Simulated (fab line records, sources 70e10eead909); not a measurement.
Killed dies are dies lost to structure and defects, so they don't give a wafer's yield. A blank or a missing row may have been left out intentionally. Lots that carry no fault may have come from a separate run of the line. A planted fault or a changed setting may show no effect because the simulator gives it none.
fab line records + flow nand_harc
record
- lots=6
- wafers=18
- last_day=33
route steps=1302 shown P_M2@348 P_BONDPAD@351 END@1302
lots untouched by any fault: they come from a run of this same line in which no faults occurred
start_h: hours from the record's opening day to when the first of the lot's shown wafers began + wait_h: time in hours since the lot's previous step + " the same as in the row above + L1.1+2: several wafers, shown together as one row + - value missing, or start not given + * or withheld: withheld + < > ~ a bound
route shown NAME@n: a module of which the file shows steps, and the number in the route of the first + usual: mean/standard deviation of fault-free wafers + same: alike in all rows + chamber/n: place in a boat + sites: the reading at each site + _std_site: standard deviation across them + _edge_site: the outer-site mean with the inner-site mean subtracted + radius_mm: for every site, how far away it sits from the centre of the wafer + mask NAME#n: copy n + behind: the tool/chamber that last shaped the wafer + hold: reason for holding the lot/hours on hold/outcome of the hold + device: whichever transistor did not switch (one of n, p or np) + end of line: tests of these same wafers at the route's end + for a step that has no rows: nothing shown but its recipe + killed: at the first sort, the dies lost to defects and structure; wafer yield is something else + map: shows each die of a wafer: x if killed, . if not, _ if none is there
set.NAME: the setting as run; set.NAME@STEP: as run at that earlier step + model.NAME: the simulator's own value behind a step, which no gauge read
certain route steps with their lots: each step a table, each wafer a row
services: a tool's chamber out of use, with start hour (start_h, from the record's first day; less than 0 if before it), hours out, and reason
## steps
# step NHARC_P_M2_INSPECT_27
# usual
- raw_defect_count=333/130
| lot.wafer | tool              | chamber | start_h | wait_h | raw_defect_count |
|-----------|-------------------|---------|---------|--------|------------------|
| L492.2    | defect_inspect-01 | -       | 168.72  | 0.0    | 433              |
| L492.4    | "                 | -       | "       | "      | 189              |
| L492.6    | "                 | -       | "       | "      | 489              |
| L496.1    | defect_inspect-02 | -       | 211.19  | 0.0    | 265              |
| L496.2    | "                 | -       | "       | "      | 360              |
| L496.6    | "                 | -       | "       | "      | 322              |
| L506.3    | defect_inspect-01 | -       | 313.10  | 0.0    | 213              |
| L506.4    | "                 | -       | "       | "      | 328              |
| L506.6    | "                 | -       | "       | "      | 345              |
| L507.1    | defect_inspect-02 | -       | 328.65  | 0.0    | 253              |
| L507.2    | "                 | -       | "       | "      | 594              |
| L507.4    | "                 | -       | "       | "      | 466              |
| L510.2    | defect_inspect-01 | -       | 350.41  | 0.0    | 145              |
| L510.3    | "                 | -       | "       | "      | 307              |
| L510.4    | "                 | -       | "       | "      | 307              |
| L511.2    | defect_inspect-02 | -       | 357.67  | 0.0    | 329              |
| L511.3    | "                 | -       | "       | "      | 362              |
| L511.6    | "                 | -       | "       | "      | 366              |
# step NHARC_P_M2_PRE_CLEAN_32
# recipe
- time_s=12
- temp_c=370
- rf_power_w=300
- gas=NH3
# usual
- heater_power_w=628/110
| lot.wafer | tool     | chamber | start_h | wait_h | heater_power_w |
|-----------|----------|---------|---------|--------|----------------|
| L492.2    | pecvd-01 | 0       | 168.81  | 0.1    | 805            |
| L492.6    | "        | 1       | "       | "      | 692            |
| L492.4    | "        | 2       | "       | "      | 499            |
| L496.2    | pecvd-01 | 0       | 211.26  | 0.1    | 798            |
| L496.1    | "        | 1       | "       | "      | 683            |
| L496.6    | "        | 2       | "       | "      | 414            |
| L506.3    | pecvd-04 | 2       | 313.17  | 0.1    | 613            |
| L506.6    | "        | 2       | "       | "      | 631            |
| L506.4    | "        | 0       | "       | "      | 570            |
| L507.2    | pecvd-01 | 0       | 328.72  | 0.1    | 712            |
| L507.1    | "        | 1       | "       | "      | 531            |
| L507.4    | "        | 2       | "       | "      | 426            |
| L510.3    | pecvd-01 | 2       | 350.48  | 0.1    | 510            |
| L510.2    | "        | 0       | "       | "      | 696            |
| L510.4    | "        | 2       | "       | "      | 507            |
| L511.2    | pecvd-03 | 1       | 357.74  | 0.1    | 624            |
| L511.3    | "        | 2       | "       | "      | 665            |
| L511.6    | "        | 1       | "       | "      | 638            |
# step NHARC_P_M2_DEP_33
# recipe
- target_thk_a=300
- temp_c=370
- target_thk_nm=30
- pressure_torr=3
- flow_sccm=200
- rf_w=450
- material=SiCN
# usual
- heater_power_w=584/110
| lot.wafer | tool     | chamber | start_h | wait_h | heater_power_w |
|-----------|----------|---------|---------|--------|----------------|
| L492.2    | pecvd-01 | 0       | 168.95  | 0.1    | 656            |
| L492.6    | "        | 1       | "       | "      | 617            |
| L492.4    | "        | 2       | "       | "      | 400            |
| L496.2    | pecvd-01 | 0       | 211.34  | 0.1    | 693            |
| L496.1    | "        | 1       | "       | "      | 607            |
| L496.6    | "        | 2       | "       | "      | 383            |
| L506.3    | pecvd-04 | 2       | 313.25  | 0.1    | 600            |
| L506.6    | "        | 2       | "       | "      | 596            |
| L506.4    | "        | 0       | "       | "      | 632            |
| L507.2    | pecvd-01 | 0       | 328.80  | 0.1    | 785            |
| L507.1    | "        | 1       | "       | "      | 509            |
| L507.4    | "        | 2       | "       | "      | 453            |
| L510.3    | pecvd-01 | 2       | 350.56  | 0.1    | 448            |
| L510.2    | "        | 0       | "       | "      | 679            |
| L510.4    | "        | 2       | "       | "      | 450            |
| L511.2    | pecvd-03 | 1       | 357.82  | 0.1    | 621            |
| L511.3    | "        | 2       | "       | "      | 560            |
| L511.6    | "        | 1       | "       | "      | 614            |
# step NHARC_P_BONDPAD_DEP_00
# recipe
- target_thk_a=2500
- temp_c=370
- target_thk_nm=250
- pressure_torr=3
- flow_sccm=200
- rf_w=450
- material=SiCN
# usual
- heater_power_w=566/100
| lot.wafer | tool     | chamber | start_h | wait_h | heater_power_w |
|-----------|----------|---------|---------|--------|----------------|
| L492.2    | pecvd-04 | 0       | 169.37  | -      | 683            |
| L492.6    | "        | 1       | "       | "      | 673            |
| L492.4    | "        | 0       | "       | "      | 702            |
| L496.1    | pecvd-03 | 1       | 211.76  | -      | 629            |
| L496.2    | "        | 2       | "       | "      | 566            |
| L496.6    | "        | 0       | "       | "      | 461            |
| L506.3    | pecvd-04 | 1       | -       | -      | 717            |
| L506.4    | "        | 2       | "       | "      | 572            |
| L506.6    | "        | 0       | "       | "      | 603            |
| L507.2    | pecvd-03 | 1       | 329.22  | -      | 531            |
| L507.1    | "        | 2       | "       | "      | 634            |
| L507.4    | "        | 2       | "       | "      | 534            |
| L510.3    | pecvd-03 | 0       | 350.97  | -      | 392            |
| L510.2    | "        | 1       | "       | "      | 635            |
| L510.4    | "        | 0       | "       | "      | 407            |
| L511.2    | pecvd-01 | 2       | 358.24  | -      | 386            |
| L511.3    | "        | 0       | "       | "      | 777            |
| L511.6    | "        | 1       | "       | "      | 561            |
# step NHARC_P_BONDPAD_CMP_32
# recipe
- target_thk_nm=200
- material=SiCN
# usual
- motor_current_A=11.4/1
| lot.wafer | tool   | chamber | start_h | wait_h | motor_current_A |
|-----------|--------|---------|---------|--------|-----------------|
| L492.4    | cmp-03 | 1       | 169.68  | -      | 10.0            |
| L492.2    | "      | 3       | "       | "      | 11.7            |
| L492.6    | "      | 2       | "       | "      | 12.8            |
| L496.1    | cmp-03 | 0       | 212.19  | -      | 13.1            |
| L496.2    | "      | 1       | "       | "      | 9.7             |
| L496.6    | "      | 0       | "       | "      | 12.5            |
| L506.4    | cmp-04 | 3       | 314.05  | -      | 10.8            |
| L506.3    | "      | 1       | "       | "      | 11.5            |
| L506.6    | "      | 0       | "       | "      | 9.9             |
| L507.4    | cmp-01 | 2       | 329.62  | -      | 11.4            |
| L507.2    | "      | 3       | "       | "      | 10.3            |
| L507.1    | "      | 1       | "       | "      | 11.5            |
| L510.2    | cmp-01 | 1       | 351.38  | -      | 12.1            |
| L510.3    | "      | 3       | "       | "      | 11.1            |
| L510.4    | "      | 0       | "       | "      | 12.1            |
| L511.3    | cmp-04 | 3       | 358.67  | -      | 10.7            |
| L511.2    | "      | 1       | "       | "      | 12.4            |
| L511.6    | "      | 3       | "       | "      | 10.5            |
# step NHARC_P_BONDPAD_THK_MEAS_33
# recipe
- thk_meas_gauge=ellipsometry
# usual
- thk_nm=199.6/1.5
| lot.wafer | tool          | chamber | start_h | wait_h | thk_nm |
|-----------|---------------|---------|---------|--------|--------|
| L492.2    | film_metro-02 | -       | 169.93  | 0.2    | 197.9  |
| L492.4    | "             | -       | "       | "      | 199.4  |
| L492.6    | "             | -       | "       | "      | 197.0  |
| L496.1    | film_metro-02 | -       | 212.41  | 0.2    | 198.3  |
| L496.2    | "             | -       | "       | "      | 199.5  |
| L496.6    | "             | -       | "       | "      | 200.4  |
| L506.3    | film_metro-01 | -       | 314.30  | 0.2    | 202.8  |
| L506.4    | "             | -       | "       | "      | 200.2  |
| L506.6    | "             | -       | "       | "      | 199.9  |
| L507.1    | film_metro-02 | -       | 329.87  | 0.1    | 201.5  |
| L507.2    | "             | -       | "       | "      | 202.4  |
| L507.4    | "             | -       | "       | "      | 202.2  |
| L510.2    | film_metro-01 | -       | 351.63  | 0.2    | 200.9  |
| L510.3    | "             | -       | "       | "      | 200.9  |
| L510.4    | "             | -       | "       | "      | 199.3  |
| L511.2    | film_metro-02 | -       | 358.90  | 0.2    | 199.6  |
| L511.3    | "             | -       | "       | "      | 198.1  |
| L511.6    | "             | -       | "       | "      | 199.3  |
# step NHARC_P_BONDPAD_SRD_34
# step NHARC_P_BONDPAD_DEHYDRATE_01
# recipe
- temp_c=150
- time_s=120
# step NHARC_P_BONDPAD_HMDS_02
# recipe
- time_s=30
# step NHARC_P_BONDPAD_COAT_36
# recipe
- temp_c=200
- time_s=65
# step NHARC_P_BONDPAD_COAT_03
# recipe
- spin_rpm=2000
- resist_thk_nm=600
# step NHARC_P_BONDPAD_SOFTBAKE_04
# recipe
- temp_c=125
- time_s=70
# usual
- heater_power_total_W=201.0/1.2
| lot.wafer | tool           | chamber | start_h | wait_h | heater_power_total_W |
|-----------|----------------|---------|---------|--------|----------------------|
| L492.2    | litho_track-03 | 0       | 170     | -      | 202.6                |
| L492.4    | "              | 0       | "       | "      | 200.7                |
| L492.6    | "              | 0       | "       | "      | 202.5                |
| L496.1    | litho_track-02 | 0       | 212     | -      | 201.4                |
| L496.2    | "              | 0       | "       | "      | 202.7                |
| L496.6    | "              | 0       | "       | "      | 199.8                |
| L506.3    | litho_track-03 | 0       | 314     | -      | 189.7                |
| L506.4    | "              | 0       | "       | "      | 190.4                |
| L506.6    | "              | 0       | "       | "      | 189.9                |
| L507.1    | litho_track-03 | 0       | 329     | -      | 190.3                |
| L507.2    | "              | 0       | "       | "      | 189.7                |
| L507.4    | "              | 0       | 330     | -      | 190.4                |
| L510.2    | litho_track-02 | 0       | 351     | -      | 202.3                |
| L510.3    | "              | 0       | "       | "      | 199.2                |
| L510.4    | "              | 0       | "       | "      | 202.7                |
| L511.2    | litho_track-02 | 0       | 359     | -      | 201.3                |
| L511.3    | "              | 0       | "       | "      | 199.2                |
| L511.6    | "              | 0       | "       | "      | 200.3                |
# step NHARC_P_BONDPAD_EBR_05
# step NHARC_END_SORT_01
# recipe
- temp_c=25
# usual
- defect_limited_yield=90.2/2.3
- killed_at_array=62/15
- killed_at_other=0.8/1
- killed_at_periphery=3.7/2.6
- killed_dies=66/15
- killed_open=3.1/1.8
- killed_short=2.6/1.7
# same
- gross_dies=677
| lot.wafer | tool      | chamber | start_h | wait_h | defect_limited_yield[%] | killed_at_array | killed_at_other | killed_at_periphery | killed_dies | killed_open | killed_short |
|-----------|-----------|---------|---------|--------|-------------------------|-----------------|-----------------|---------------------|-------------|-------------|--------------|
| L492.2    | prober-01 | 0       | 601.09  | 2.8    | 87.1                    | 86              | 0               | 1                   | 87          | 3           | 3            |
| L492.4    | prober-01 | 0       | 602.69  | 3.4    | 88.6                    | 76              | 0               | 1                   | 77          | 3           | 0            |
| L492.6    | prober-01 | 0       | 604.29  | 4.0    | 87.7                    | 79              | 0               | 4                   | 83          | 2           | 6            |
| L507.1    | prober-02 | 0       | 775.14  | 2.5    | 89.4                    | 65              | 1               | 6                   | 72          | 4           | 0            |
| L507.2    | prober-02 | 0       | 775.94  | 2.8    | 86.3                    | 88              | 0               | 5                   | 93          | 5           | 3            |
| L507.4    | prober-02 | 0       | 777.55  | 3.4    | 88.8                    | 70              | 0               | 6                   | 76          | 2           | 4            |
| L510.2    | prober-01 | 0       | 776.01  | 2.8    | 90.4                    | 58              | 0               | 7                   | 65          | 3           | 3            |
| L510.3    | prober-01 | 0       | 776.81  | 3.1    | 92.2                    | 45              | 1               | 7                   | 53          | 3           | 2            |
| L510.4    | prober-01 | 0       | 777.62  | 3.4    | 92.6                    | 47              | 0               | 3                   | 50          | 3           | 2            |
| L511.2    | prober-01 | 0       | 793.56  | 2.8    | 91.4                    | 52              | 3               | 3                   | 58          | 4           | 3            |
| L511.3    | prober-01 | 0       | 794.36  | 3.1    | 90.1                    | 60              | 5               | 2                   | 67          | 2           | 3            |
| L511.6    | prober-01 | 0       | 796.77  | 4.0    | 92.2                    | 48              | 2               | 3                   | 53          | 2           | 1            |
# killed by level:class
L492.2 A_SLIT:chamber_film_flake=30 A_CHANNEL_HOLE_D1:chamber_film_flake=30 A_CHANNEL_HOLE_D2:chamber_film_flake=9 A_ZERO_WELL:chamber_film_flake=2 A_CHANNEL_FILL_D1:chamber_film_flake=2 A_STAIRCASE:chamber_film_flake=2 A_CONTACT:chamber_film_flake=2 A_BLC:chamber_film_flake=2
L492.4 A_CHANNEL_HOLE_D1:chamber_film_flake=26 A_SLIT:chamber_film_flake=26 A_CHANNEL_HOLE_D2:chamber_film_flake=9 A_STAIRCASE:chamber_film_flake=4 A_WL_FILL:chamber_film_flake=4 A_CONTACT:chamber_film_flake=2 A_CHANNEL_FILL_D1:geometric_particle:open=1 A_ONON_D2:geometric_particle:open=1
L492.6 A_CHANNEL_HOLE_D1:chamber_film_flake=33 A_SLIT:chamber_film_flake=18 A_CHANNEL_HOLE_D2:chamber_film_flake=11 A_ONON_D1:geometric_particle:short=4 P_ZERO_WELL:chamber_film_flake=3 A_CONTACT:chamber_film_flake=3 A_DECK1_JOINT:chamber_film_flake=2 A_STAIRCASE:chamber_film_flake=2
L507.1 A_CHANNEL_HOLE_D2:chamber_film_flake=25 A_CHANNEL_HOLE_D1:chamber_film_flake=22 A_BONDPAD:chamber_film_flake=6 P_M1:chamber_film_flake=4 A_STAIRCASE:chamber_film_flake=4 A_SLIT:chamber_film_flake=3 A_CONTACT:chamber_film_flake=2 P_CONTACT:geometric_particle:open=1
L507.2 A_CHANNEL_HOLE_D1:chamber_film_flake=38 A_CHANNEL_HOLE_D2:chamber_film_flake=25 A_CONTACT:chamber_film_flake=10 A_BONDPAD:chamber_film_flake=4 P_M1:chamber_film_flake=3 A_STAIRCASE:chamber_film_flake=2 P_M0:geometric_particle:open=1 A_ONON_D1:geometric_particle:short=1
L510.2 A_SLIT:chamber_film_flake=41 A_STAIRCASE:chamber_film_flake=5 P_GATE:chamber_film_flake=4 A_DECK1_JOINT:geometric_particle:short=2 P_ZERO_WELL:chamber_film_flake=2 A_CHANNEL_HOLE_D1:chamber_film_flake=2 A_CONTACT:chamber_film_flake=2 A_CHANNEL_FILL_D2:geometric_particle:short=1
L510.3 A_SLIT:chamber_film_flake=34 P_STI:chamber_film_flake=4 A_CHANNEL_HOLE_D1:chamber_film_flake=4 P_GATE:chamber_film_flake=2 P_M0:geometric_particle:short=1 A_CHANNEL_FILL_D1:geometric_particle:open=1 A_DECK1_JOINT:geometric_particle:open=1 A_SGD_CUT:geometric_particle:short=1
L507.4 A_CHANNEL_HOLE_D2:chamber_film_flake=26 A_CHANNEL_HOLE_D1:chamber_film_flake=22 A_CONTACT:chamber_film_flake=7 P_M1:chamber_film_flake=3 A_BONDPAD:chamber_film_flake=3 A_SLIT:chamber_film_flake=2 A_STAIRCASE:chamber_film_flake=2 A_CHANNEL_HOLE_D1:geometric_particle:short=1
L510.4 A_SLIT:chamber_film_flake=31 A_CHANNEL_HOLE_D1:unspecified=4 A_CHANNEL_HOLE_D1:chamber_film_flake=4 P_GATE:chamber_film_flake=2 A_STAIRCASE:chamber_film_flake=2 A_CHANNEL_HOLE_D1:geometric_particle:open=1 A_CHANNEL_FILL_D1:geometric_particle:open=1 A_CHANNEL_FILL_D1:geometric_particle:short=1
L511.2 A_SLIT:chamber_film_flake=33 A_CONTACT:chamber_film_flake=8 A_DECK1_JOINT:chamber_film_flake=4 THIN_TSV:chamber_film_flake=3 P_CONTACT:geometric_particle:open=2 A_CHANNEL_FILL_D1:geometric_particle:open=2 A_STAIRCASE:chamber_film_flake=2 P_M2:geometric_particle:short=1
L511.3 A_SLIT:chamber_film_flake=39 A_CONTACT:chamber_film_flake=12 THIN_TSV:chamber_film_flake=5 A_STAIRCASE:chamber_film_flake=2 P_M1:geometric_particle:open=1 A_ONON_D1:geometric_particle:short=1 A_ONON_D2:geometric_particle:short=1 A_CHANNEL_HOLE_D2:geometric_particle:open=1
L511.6 A_SLIT:chamber_film_flake=32 A_CONTACT:chamber_film_flake=8 A_CHANNEL_HOLE_D2:chamber_film_flake=3 P_STI:chamber_film_flake=2 THIN_TSV:chamber_film_flake=2 A_ONON_D1:geometric_particle:open=1 A_ONON_D1:geometric_particle:short=1 A_M0:geometric_particle:open=1
## services
| tool           | chamber | start_h | hours | kind   |
|----------------|---------|---------|-------|--------|
| cmp-03         | -       | 148.93  | 0.6   | repair |
| cmp-03         | -       | 162.24  | 4.0   | pm     |
| cmp-03         | -       | 183.96  | 6.3   | repair |
| cmp-01         | -       | 185.50  | 4.0   | pm     |
| pecvd-03       | -       | 185.56  | 13.0  | pm     |
| pecvd-04       | -       | 201.76  | 0.9   | repair |
| cmp-04         | -       | 202.21  | 1.0   | repair |
| pecvd-03       | -       | 203.43  | 2.8   | repair |
| cmp-04         | -       | 210.51  | 4.0   | pm     |
| cmp-04         | -       | 216.85  | 1.9   | repair |
| cmp-04         | -       | 219.82  | 3.1   | repair |
| litho_track-02 | -       | 227.00  | 7.0   | pm     |
| cmp-04         | -       | 228.29  | 3.6   | repair |
| pecvd-03       | 1       | 230.96  | 7.7   | repair |
| cmp-04         | -       | 246.26  | 2.4   | repair |
| cmp-04         | -       | 250.94  | 1.8   | repair |
| cmp-03         | -       | 260.24  | 4.0   | pm     |
| litho_track-03 | -       | 275.00  | 7.0   | pm     |
| pecvd-04       | -       | 276.10  | 13.0  | pm     |
| pecvd-04       | -       | 302.30  | 1.9   | repair |
| pecvd-01       | -       | 311.00  | 13.0  | pm     |
| pecvd-04       | -       | 315.63  | 1.8   | repair |
| pecvd-03       | -       | 334.73  | 0.5   | repair |
| pecvd-04       | -       | 337.61  | 0.6   | repair |
## key
first_sign
- step=NHARC_P_BONDPAD_SOFTBAKE_04
- reading=heater_power_total_W
- direction=down
- sigmas=8.9
- usual=*
- struck=*
effect none on later readings
met_at NHARC_P_BONDPAD_SOFTBAKE_04
struck_wafers L506.3,L506.4,L506.6,L507.1,L507.2,L507.4
onset_between 170 314
fault
- kind=process_parameter_drift
- tool=litho_track-03
- chamber=-
- onset_h=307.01
- steps=NHARC_P_BONDPAD_SOFTBAKE_04
- channel=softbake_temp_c
- offset=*
- shape=step
- end_h=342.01
- acts_in=*
- stated=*
